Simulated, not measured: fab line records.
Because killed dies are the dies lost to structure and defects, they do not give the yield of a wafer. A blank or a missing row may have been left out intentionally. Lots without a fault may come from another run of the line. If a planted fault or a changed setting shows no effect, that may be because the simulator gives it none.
Struck lot and sound lot, side by side / flow n5-finfet / 16 out of 1938 route steps
Sound: these wafers, L501.2, L501.3, L501.4. Struck: wafer L516.1. (L516.5, L516.6 of the same lot were not struck and are left out.) The cause comes at the end.
For every step that has rows: the tool of each side, followed by ch and its chambers, followed by its first start. Under that, the readings that differ: sound wafers / struck wafers / difference of the means / sigmas: that difference in standard deviations of wafers without a fault.
alike: a reading whose means differ by less than 2 such deviations, as well as words and numbers matching on both sides. not compared: withheld readings; readings where some wafer has no value; bounds like >300 that might hide an equal value; numbers whose values overlap and for which the record gives no deviation.
The two part at a step that has a row with sigmas, a row that says differs or no value, or rows on one side only. Numbers that don't overlap but have no deviation are shown without sigmas and don't part them. A reading that every wafer of one side lacks parts them only if that side has two wafers or more.

N5_DUMMY_GATE_ETCH_42: etches SiO2 in CHF3/O2, target depth 3.5 nm, time 31 s.
  sound on rie-diel-02 ch 1,3, day 3 03:24; struck on rie-diel-02 ch 3, day 6 20:36
reading=rf-vpp-V (V); sound=42.9 43.5 40.7; struck=40.4; difference=-2.0; sigmas=-2
  alike: drypump-motor-current-A, oes-product-au, showerhead-plenum-p-Torr, throttle-valve-pct
  not compared: rf-hours-counter-h
N5_DUMMY_GATE_STRIP_48: strips in N2/H2, time 20 s.
  sound on rie-diel-02 ch 1,3, day 3 03:27; struck on rie-diel-02 ch 3, day 6 20:39
reading=oes-product-au (a.u.); sound=0.69 0.80 0.69; struck=0.93; difference=+0.20; sigmas=+2
  alike: drypump-motor-current-A, n2-flow-sccm, rf-vpp-V, showerhead-plenum-p-Torr, throttle-valve-pct
  not compared: rf-hours-counter-h
then, 5 steps without rows for these wafers: N5_DUMMY_GATE_PRECLEAN_33 (cleans in dHF, time 10 s); N5_DUMMY_GATE_PRECLEAN_25 (cleans in O3/DIW, time 45 s); N5_DUMMY_GATE_PRECLEAN_51 (cleans in SC2, time 45 s); N5_DUMMY_GATE_SRD_26 (time 30 s); N5_DUMMY_GATE_UV_OZONE_45 (time 120 s).
N5_DUMMY_GATE_INSPECT_27: inspects for defects (brightfield).
  struck on defect-inspect-02, day 6 20:50; sound on defect-inspect-02, day 3 03:39
  alike: raw-defect-count
N5_SPACER0_ALD_07: deposits SiNx, target thk 2 nm.
  sound on ald-sin-03 ch 0,1,2, day 3 03:41; struck on ald-sin-03 ch 3, day 6 20:53
  alike: heater-power-w
N5_SPACER0_ALD_00: deposits SiOCN, target thk 3.5 nm, pulse time 3 s, purge time 2 s.
  sound on ald-sin-03 ch 0,1,2, day 3 03:50; struck on ald-sin-03 ch 3, day 6 21:02
  alike: heater-power-w, precursor-pulse-height-rel
N5_SPACER0_ALD_08: deposits SiNx, target thk 2 nm.
  sound on ald-sin-03 ch 0,1,2, day 3 04:05; struck on ald-sin-03 ch 3, day 6 21:17
  alike: heater-power-w
N5_SPACER0_INSPECT_04: inspects for defects (darkfield).
  struck on defect-inspect-02, day 6 21:26; sound on defect-inspect-02, day 3 04:26
  alike: raw-defect-count
N5_SD_EPI_N_COAT_32: time 60 s, resist thk 350 nm.
  sound on litho-track-03 ch 0, day 3 04:28; struck on litho-track-02 ch 0, day 6 21:28
reading=heater-power-total-W (W); sound=501.8 502.0 501.7; struck=544.6; difference=+42.8; sigmas=+24
reading=run-length-s (s); sound=66.04 66.13 65.93; struck=57.15; difference=-8.88; sigmas=-68
  alike: exhaust-pa
then, 1 step without rows for these wafers: N5_SD_EPI_N_COAT_33 (time 60 s, resist thk 35 nm).
-- the record jumps here: 6 days lie between the struck wafers' starts before and after (it left off in module SD_EPI_N and takes up again in module BEOL_M4, whose first step shown is number 1111 of the route) --
N5_BEOL_M4_RC_MEAS_101:
  sound on prober-02 ch 0, day 9 21:12; struck on prober-02 ch 0, day 12 17:44
  alike: DIBL_N, DIBL_P, IOFF_N, IOFF_P, ION_N, ION_P, SS_N, SS_P, VT_N, VT_P
after that, 1 step had no rows for these wafers: N5_PASSIVATION_PROBE_49.

## WHERE THEY PART
Last at N5_SD_EPI_N_COAT_32 as far as this record goes, first at N5_DUMMY_GATE_ETCH_42. Later steps at which nothing parts them and some readings are alike: N5_BEOL_M4_RC_MEAS_101.

WHY: the cause the simulator had injected
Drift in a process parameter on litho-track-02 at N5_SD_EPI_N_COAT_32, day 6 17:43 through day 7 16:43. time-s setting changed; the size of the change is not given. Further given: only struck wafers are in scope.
